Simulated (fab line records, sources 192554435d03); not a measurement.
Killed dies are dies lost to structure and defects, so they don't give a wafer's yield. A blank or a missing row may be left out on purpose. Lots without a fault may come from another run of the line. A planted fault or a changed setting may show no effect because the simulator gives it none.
Chamber matching | flow n5_finfet | N5_BEOL_M6_ETCH_61 on rie_diel-02: 4 sister chambers
The step etches SiARC in CF4, target depth 45.5 nm, time 75.8 s. 18 wafers are shown with their chamber, then 9 later ones without.

WAFERS WITH THEIR CHAMBER
wafer  | chamber | drypump_motor_current_A (A) | showerhead_plenum_p_Torr (Torr) | throttle_valve_pct (%)
L074.3 | 1       | 6.2                         | 2.12                            | 15.48
L074.5 | 1       | 6.2                         | 2.11                            | 15.50
L074.6 | 2       | 5.1                         | 2.14                            | 16.06
L076.3 | 2       | 5.1                         | 2.14                            | 16.08
L076.4 | 1       | 6.3                         | 2.11                            | 15.51
L076.6 | 3       | 5.9                         | 2.15                            | 15.91
L077.2 | 2       | 5.1                         | 2.14                            | 16.09
L077.5 | 1       | 6.3                         | 2.11                            | 15.48
L077.6 | 2       | 5.1                         | 2.14                            | 16.08
L079.1 | 3       | 5.9                         | 2.15                            | 15.91
L079.3 | 1       | 6.2                         | 2.11                            | 15.51
L079.5 | 0       | 6.6                         | 2.24                            | 15.59
L088.1 | 3       | 5.9                         | 2.14                            | 15.97
L088.3 | 1       | 6.2                         | 2.11                            | 15.01
L088.5 | 1       | 6.2                         | 2.11                            | 15.02
L090.2 | 3       | 5.9                         | 2.14                            | 15.98
L090.5 | 0       | 6.5                         | 2.23                            | 15.63
L090.6 | 1       | 6.2                         | 2.11                            | 15.03

SIGNATURES (means of the wafers above)
reading                  | chamber 0 | chamber 1 | chamber 2 | chamber 3 | scatter within a chamber
drypump_motor_current_A  | 6.550     | 6.225     | 5.100     | 5.900     | 0.0378
showerhead_plenum_p_Torr | 2.2350    | 2.1113    | 2.1400    | 2.1450    | 0.00412
throttle_valve_pct       | 15.6100   | 15.3175   | 16.0775   | 15.9425   | 0.176
Rule: a wafer's distance from a chamber is the root of the sum, over the readings, of the square of ((its reading less the chamber's mean) divided by the reading's scatter). The wafer belongs to the nearest chamber; if the next one is less than 2 further off, it can't be placed. The scatter: the root of (the sum of the squares of (reading less its chamber's mean) over the shown wafers, divided by (wafers less chambers)).

WAFERS WITHOUT THEIR CHAMBER
wafer  | drypump_motor_current_A (A) | showerhead_plenum_p_Torr (Torr) | throttle_valve_pct (%)
L093.2 | 6.3                         | 2.10                            | 15.03
L093.4 | 5.9                         | 2.14                            | 16.00
L093.5 | 5.9                         | 2.14                            | 15.99
L094.1 | 6.4                         | 2.23                            | 15.65
L094.2 | 6.3                         | 2.10                            | 15.04
L094.3 | 5.1                         | 2.13                            | 16.15
L097.1 | 5.1                         | 2.13                            | 16.14
L097.3 | 6.3                         | 2.10                            | 15.05
L097.5 | 6.3                         | 2.10                            | 15.05

WHICH CHAMBER EACH WENT THROUGH
wafer  | from the rows above | in truth
L093.2 | 1                   | 1
L093.4 | 3                   | 3
L093.5 | 3                   | 3
L094.1 | 0                   | 0
L094.2 | 1                   | 1
L094.3 | 2                   | 2
L097.1 | 2                   | 2
L097.3 | 1                   | 1
L097.5 | 1                   | 1
Placed correctly: 9 of 9. Can't be placed from these rows: 0. Placed wrongly: 0.
